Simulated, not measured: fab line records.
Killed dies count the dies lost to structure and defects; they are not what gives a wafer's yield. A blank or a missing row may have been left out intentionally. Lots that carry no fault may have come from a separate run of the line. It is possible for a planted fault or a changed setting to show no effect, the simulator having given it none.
Split-lot trial || flow n5-finfet || route with 1938 steps; 7 lots, 21 wafers read

== THE SPLIT ITSELF ==
At N5_WELL_APT_COAT_02 (resist thk 950 nm), the setting spin-rpm was moved away from the recipe's 1357 rpm on 5 of the 21 wafers read, by -4.0% to +10.0%. All remaining wafers had this setting at the recipe value.

Reading taken at the split's own step.

== THE READING ==
coat_of_WELL_APT_COAT_02.thk-nm (the simulator's own value, which no gauge read), in nm, at N5_WELL_APT_COAT_02 (resist thk 950 nm). No usual value for it is given in the file. Average 949.5 nm, standard deviation 2.1 nm, over the 16 wafers here run with the recipe.

{"wafer": "L076.3", "tool, chamber at the split": "litho-track-04, 0", "spin-rpm as run, rpm": 1357, "against the recipe": "recipe", "coat_of_WELL_APT_COAT_02.thk-nm, nm": 951.6, "against lot-mates on the recipe": "-"}
{"wafer": "L076.4", "tool, chamber at the split": "litho-track-04, 0", "spin-rpm as run, rpm": 1357, "against the recipe": "recipe", "coat_of_WELL_APT_COAT_02.thk-nm, nm": 947.5, "against lot-mates on the recipe": "-"}
{"wafer": "L076.6", "tool, chamber at the split": "litho-track-04, 0", "spin-rpm as run, rpm": 1357, "against the recipe": "recipe", "coat_of_WELL_APT_COAT_02.thk-nm, nm": 948.6, "against lot-mates on the recipe": "-"}
{"wafer": "L077.3", "tool, chamber at the split": "litho-track-03, 0", "spin-rpm as run, rpm": 1357, "against the recipe": "recipe", "coat_of_WELL_APT_COAT_02.thk-nm, nm": 947.6, "against lot-mates on the recipe": "-"}
{"wafer": "L077.5", "tool, chamber at the split": "litho-track-03, 0", "spin-rpm as run, rpm": 1357, "against the recipe": "recipe", "coat_of_WELL_APT_COAT_02.thk-nm, nm": 947.5, "against lot-mates on the recipe": "-"}
{"wafer": "L077.6", "tool, chamber at the split": "litho-track-03, 0", "spin-rpm as run, rpm": 1357, "against the recipe": "recipe", "coat_of_WELL_APT_COAT_02.thk-nm, nm": 949.4, "against lot-mates on the recipe": "-"}
{"wafer": "L078.4", "tool, chamber at the split": "litho-track-03, 0", "spin-rpm as run, rpm": 1357, "against the recipe": "recipe", "coat_of_WELL_APT_COAT_02.thk-nm, nm": 950.7, "against lot-mates on the recipe": "-"}
{"wafer": "L078.5", "tool, chamber at the split": "litho-track-03, 0", "spin-rpm as run, rpm": 1420, "against the recipe": "+4.6%", "coat_of_WELL_APT_COAT_02.thk-nm, nm": 927.2, "against lot-mates on the recipe": -23.6}
{"wafer": "L078.6", "tool, chamber at the split": "litho-track-03, 0", "spin-rpm as run, rpm": 1357, "against the recipe": "recipe", "coat_of_WELL_APT_COAT_02.thk-nm, nm": 950.9, "against lot-mates on the recipe": "-"}
{"wafer": "L082.2", "tool, chamber at the split": "litho-track-04, 0", "spin-rpm as run, rpm": 1357, "against the recipe": "recipe", "coat_of_WELL_APT_COAT_02.thk-nm, nm": 950.5, "against lot-mates on the recipe": "-"}
{"wafer": "L082.4", "tool, chamber at the split": "litho-track-04, 0", "spin-rpm as run, rpm": 1357, "against the recipe": "recipe", "coat_of_WELL_APT_COAT_02.thk-nm, nm": 949, "against lot-mates on the recipe": "-"}
{"wafer": "L082.6", "tool, chamber at the split": "litho-track-04, 0", "spin-rpm as run, rpm": 1357, "against the recipe": "recipe", "coat_of_WELL_APT_COAT_02.thk-nm, nm": 950.2, "against lot-mates on the recipe": "-"}
{"wafer": "L083.3", "tool, chamber at the split": "litho-track-04, 0", "spin-rpm as run, rpm": 1303, "against the recipe": "-4.0%", "coat_of_WELL_APT_COAT_02.thk-nm, nm": 968.8, "against lot-mates on the recipe": "+20.6"}
{"wafer": "L083.5", "tool, chamber at the split": "litho-track-04, 0", "spin-rpm as run, rpm": 1303, "against the recipe": "-4.0%", "coat_of_WELL_APT_COAT_02.thk-nm, nm": 969.5, "against lot-mates on the recipe": "+21.3"}
{"wafer": "L083.6", "tool, chamber at the split": "litho-track-04, 0", "spin-rpm as run, rpm": 1357, "against the recipe": "recipe", "coat_of_WELL_APT_COAT_02.thk-nm, nm": 948.2, "against lot-mates on the recipe": "-"}
{"wafer": "L090.3", "tool, chamber at the split": "litho-track-04, 0", "spin-rpm as run, rpm": 1357, "against the recipe": "recipe", "coat_of_WELL_APT_COAT_02.thk-nm, nm": 954.2, "against lot-mates on the recipe": "-"}
{"wafer": "L090.4", "tool, chamber at the split": "litho-track-04, 0", "spin-rpm as run, rpm": 1493, "against the recipe": "+10.0%", "coat_of_WELL_APT_COAT_02.thk-nm, nm": 910.4, "against lot-mates on the recipe": -42.9}
{"wafer": "L090.6", "tool, chamber at the split": "litho-track-04, 0", "spin-rpm as run, rpm": 1357, "against the recipe": "recipe", "coat_of_WELL_APT_COAT_02.thk-nm, nm": 952.3, "against lot-mates on the recipe": "-"}
{"wafer": "L094.2", "tool, chamber at the split": "litho-track-01, 0", "spin-rpm as run, rpm": 1357, "against the recipe": "recipe", "coat_of_WELL_APT_COAT_02.thk-nm, nm": 948.6, "against lot-mates on the recipe": "-"}
{"wafer": "L094.3", "tool, chamber at the split": "litho-track-01, 0", "spin-rpm as run, rpm": 1357, "against the recipe": "recipe", "coat_of_WELL_APT_COAT_02.thk-nm, nm": 945.2, "against lot-mates on the recipe": "-"}
{"wafer": "L094.4", "tool, chamber at the split": "litho-track-01, 0", "spin-rpm as run, rpm": 1485, "against the recipe": "+9.4%", "coat_of_WELL_APT_COAT_02.thk-nm, nm": 908.4, "against lot-mates on the recipe": -38.5}

FIT RESULTS
A straight line over all 21 wafers: coat_of_WELL_APT_COAT_02.thk-nm changes by -4.3 nm for each +1% of spin-rpm; r = -0.99; the points scatter about the line by 2.4 nm.
The same after taking each lot's own level away (the mean of its wafers on the recipe; 21 wafers): -4.43 nm for each +1%; r = -0.99; scatter 1.8 nm.
Per that fit: largest spin-rpm move, reading shift of 44 nm.
Measured against the standard deviation above, the lots' own levels, which go from 946.90 to 953.25 nm, span 3.0 times it.
The two slopes are in agreement: the lot-to-lot level therefore moves the slope only a little.
Check: for one of the wafers moved furthest among these (+10.0%), held out of the fit, the line's prediction against its lot-mates is -44.9 nm. Against them it came out at -42.9 nm.

== FILE'S OWN FIT ==
coat_of_WELL_APT_COAT_02.thk-nm changes by -4.35 nm for each +1% of spin-rpm, r = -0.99.
